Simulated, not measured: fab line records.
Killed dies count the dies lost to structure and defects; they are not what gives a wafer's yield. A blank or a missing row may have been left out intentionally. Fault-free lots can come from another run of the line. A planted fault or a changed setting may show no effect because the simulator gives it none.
Chamber matching / flow n5-finfet / N5_MIM_BOT_LITHO_DESCUM_10 on rie-diel-04: 4 sister chambers
The step chemistry O2, time 7.9 s. 7 wafers are shown with their chamber, then 7 later ones without.

== WAFERS, EACH WITH ITS CHAMBER ==
wafer=L077.3; chamber=3; showerhead-plenum-p-Torr (Torr)=2.14; drypump-motor-current-A (A)=5.6
wafer=L078.4; chamber=2; showerhead-plenum-p-Torr (Torr)=2.12; drypump-motor-current-A (A)=4.9
wafer=L081.1; chamber=2; showerhead-plenum-p-Torr (Torr)=2.11; drypump-motor-current-A (A)=4.9
wafer=L081.3; chamber=1; showerhead-plenum-p-Torr (Torr)=2.22; drypump-motor-current-A (A)=5.2
wafer=L081.6; chamber=0; showerhead-plenum-p-Torr (Torr)=2.04; drypump-motor-current-A (A)=5.9
wafer=L085.1; chamber=1; showerhead-plenum-p-Torr (Torr)=2.22; drypump-motor-current-A (A)=5.1
wafer=L085.2; chamber=0; showerhead-plenum-p-Torr (Torr)=2.03; drypump-motor-current-A (A)=5.9

== WAFERS WITH NO CHAMBER GIVEN ==
wafer=L085.6; showerhead-plenum-p-Torr (Torr)=2.11; drypump-motor-current-A (A)=5.0
wafer=L091.1; showerhead-plenum-p-Torr (Torr)=2.03; drypump-motor-current-A (A)=5.9
wafer=L091.3; showerhead-plenum-p-Torr (Torr)=2.11; drypump-motor-current-A (A)=5.0
wafer=L091.6; showerhead-plenum-p-Torr (Torr)=2.13; drypump-motor-current-A (A)=5.6
wafer=L096.1; showerhead-plenum-p-Torr (Torr)=2.02; drypump-motor-current-A (A)=5.9
wafer=L096.3; showerhead-plenum-p-Torr (Torr)=2.13; drypump-motor-current-A (A)=5.6
wafer=L096.5; showerhead-plenum-p-Torr (Torr)=2.21; drypump-motor-current-A (A)=5.2

== WHICH CHAMBER EACH ONE RAN IN ==
wafer=L085.6; from the rows above=2; in truth=2
wafer=L091.1; from the rows above=0; in truth=0
wafer=L091.3; from the rows above=2; in truth=2
wafer=L091.6; from the rows above=3; in truth=3
wafer=L096.1; from the rows above=0; in truth=0
wafer=L096.3; from the rows above=3; in truth=3
wafer=L096.5; from the rows above=1; in truth=1
Placed correctly: 7 of 7. Can't be placed from these rows: 0. Number placed wrongly: 0.
How it was worked out, from the rows above alone: a wafer's distance from a chamber is the root of the sum, over the readings, of the square of ((its reading less the chamber's mean) divided by the reading's scatter). If the next closest chamber is less than 2 further off than the closest, the wafer can't be placed; otherwise it belongs to the closest. Each chamber's mean is taken over the wafers shown for it. The scatter: the root of (the sum of the squares of (reading less its chamber's mean) over the shown wafers, divided by (wafers less chambers)).
